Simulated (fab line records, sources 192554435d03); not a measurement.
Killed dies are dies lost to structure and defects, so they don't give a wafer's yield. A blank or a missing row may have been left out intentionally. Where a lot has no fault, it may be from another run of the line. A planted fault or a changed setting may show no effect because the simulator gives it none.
Matching of chambers    flow n5-finfet    rie-si-05 running N5_FIN_CUT_CUT_ETCH_15: 4 sister chambers
The step etches Si in HBr/Cl2/O2, target depth 100 nm, bt time 10 s, time 42.4 s. 20 wafers are shown with their chamber, then 9 later ones without.

WAFERS, EACH WITH ITS CHAMBER
wafer   chamber  drypump-motor-current-A (A)  throttle-valve-pct (%)  oes-product-au (a.u.)
L075.2  1        5.7                          37.35                   1.019
L075.3  3        6.2                          37.12                   0.984
L075.5  2        6.5                          37.70                   0.995
L077.1  3        6.2                          37.14                   0.975
L077.2  2        6.5                          37.71                   0.992
L077.5  3        6.2                          37.13                   0.983
L078.1  0        5.6                          37.21                   0.985
L078.4  1        5.8                          37.34                   1.019
L078.6  3        6.2                          37.11                   0.980
L079.2  1        5.7                          37.33                   1.012
L079.3  0        5.6                          37.21                   0.987
L079.4  2        6.5                          37.72                   1.004
L082.5  1        5.7                          37.33                   1.025
L082.6  2        6.5                          37.70                   1.000
L083.1  1        5.8                          37.35                   1.019
L083.3  0        5.6                          37.23                   0.983
L083.4  3        6.2                          37.13                   0.981
L085.1  1        5.7                          37.34                   1.023
L085.3  3        6.2                          37.13                   0.973
L085.6  2        6.5                          37.71                   0.987

SIGNATURES (averages over the wafers above)
reading                  chamber 0  chamber 1  chamber 2  chamber 3  scatter within a chamber
drypump-motor-current-A  5.600      5.733      6.500      6.200      0.0289
throttle-valve-pct       37.2167    37.3400    37.7080    37.1267    0.00962
oes-product-au           0.98500    1.01950    0.99560    0.97933    0.00489
Rule: a wafer's distance from a chamber is the root of the sum, over the readings, of the square of ((its reading less the chamber's mean) divided by the reading's scatter). The wafer belongs to the nearest chamber; if the next one is less than 2 further off, it can't be placed. How the scatter is found: for the shown wafers, subtract from each reading the mean of its chamber, square and add these, divide the total by (wafers less chambers), then take the root.

WAFERS WITH NO CHAMBER GIVEN
wafer   drypump-motor-current-A (A)  throttle-valve-pct (%)  oes-product-au (a.u.)
L086.3  6.2                          37.13                   0.975
L086.4  6.5                          37.71                   0.989
L086.5  6.2                          37.13                   0.980
L090.2  6.5                          37.72                   0.994
L090.4  5.6                          37.22                   0.981
L090.6  6.5                          37.70                   0.997
L093.2  5.7                          37.35                   1.027
L093.4  6.5                          37.70                   0.997
L093.5  5.8                          37.33                   1.022

WHICH CHAMBER EACH WENT THROUGH
wafer   from the rows above  in truth
L086.3  3                    3
L086.4  2                    2
L086.5  3                    3
L090.2  2                    2
L090.4  0                    0
L090.6  2                    2
L093.2  1                    1
L093.4  2                    2
L093.5  1                    1
Correctly placed: 9 of 9. From these rows, 0 cannot be placed. 0 placed wrongly.
